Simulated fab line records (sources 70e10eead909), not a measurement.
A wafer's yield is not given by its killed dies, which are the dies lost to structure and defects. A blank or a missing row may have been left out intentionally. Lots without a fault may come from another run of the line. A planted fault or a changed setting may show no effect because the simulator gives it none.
Matching of chambers || flow nand_harc || NHARC_P_M1_PRE_CLEAN_32 on pecvd-03 has 3 sister chambers
The step time 12 s. 3 wafers are shown with their chamber, then 11 later ones without.

## WAFERS PAIRED WITH THEIR CHAMBERS
{"wafer": "L091.1", "chamber": 2, "heater_power_outer_w (W)": 369}
{"wafer": "L091.6", "chamber": 1, "heater_power_outer_w (W)": 402}
{"wafer": "L092.2", "chamber": 0, "heater_power_outer_w (W)": 370}

## WAFERS MISSING THEIR CHAMBER
{"wafer": "L092.5", "heater_power_outer_w (W)": 437}
{"wafer": "L092.6", "heater_power_outer_w (W)": 370}
{"wafer": "L093.1", "heater_power_outer_w (W)": 457}
{"wafer": "L093.4", "heater_power_outer_w (W)": 439}
{"wafer": "L093.5", "heater_power_outer_w (W)": 357}
{"wafer": "L095.2", "heater_power_outer_w (W)": 397}
{"wafer": "L095.3", "heater_power_outer_w (W)": 372}
{"wafer": "L095.6", "heater_power_outer_w (W)": 454}
{"wafer": "L096.4", "heater_power_outer_w (W)": 487}
{"wafer": "L096.5", "heater_power_outer_w (W)": 329}
{"wafer": "L096.6", "heater_power_outer_w (W)": 452}

## WHICH CHAMBER EACH ONE RAN IN
{"wafer": "L092.5", "from the rows above": "can't be placed: 1 or 0 or 2", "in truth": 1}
{"wafer": "L092.6", "from the rows above": "can't be placed: 0 or 2 or 1", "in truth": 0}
{"wafer": "L093.1", "from the rows above": "can't be placed: 1 or 0 or 2", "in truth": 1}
{"wafer": "L093.4", "from the rows above": "can't be placed: 1 or 0 or 2", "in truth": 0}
{"wafer": "L093.5", "from the rows above": "can't be placed: 2 or 0 or 1", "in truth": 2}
{"wafer": "L095.2", "from the rows above": "can't be placed: 1 or 0 or 2", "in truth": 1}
{"wafer": "L095.3", "from the rows above": "can't be placed: 0 or 2 or 1", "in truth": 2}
{"wafer": "L095.6", "from the rows above": "can't be placed: 1 or 0 or 2", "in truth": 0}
{"wafer": "L096.4", "from the rows above": "can't be placed: 1 or 0 or 2", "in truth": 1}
{"wafer": "L096.5", "from the rows above": "can't be placed: 2 or 0 or 1", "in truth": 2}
{"wafer": "L096.6", "from the rows above": "can't be placed: 1 or 0 or 2", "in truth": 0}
Correct placement for 0 of the 11. Cannot be placed on the basis of these rows: 11; the candidates contain the true chamber in 11. Wrongly placed: 0.
How it was worked out, from the rows above alone: a wafer's distance from a chamber is the root of the sum, over the readings, of the square of ((its reading less the chamber's mean) divided by the reading's scatter). If the next closest chamber is less than 2 further off than the closest, the wafer can't be placed; otherwise it belongs to the closest. The mean given for a chamber averages the wafers shown for that chamber. The scatter: root of mean squared gap, hidden wafer to nearest shown wafer, with one shown wafer a chamber.
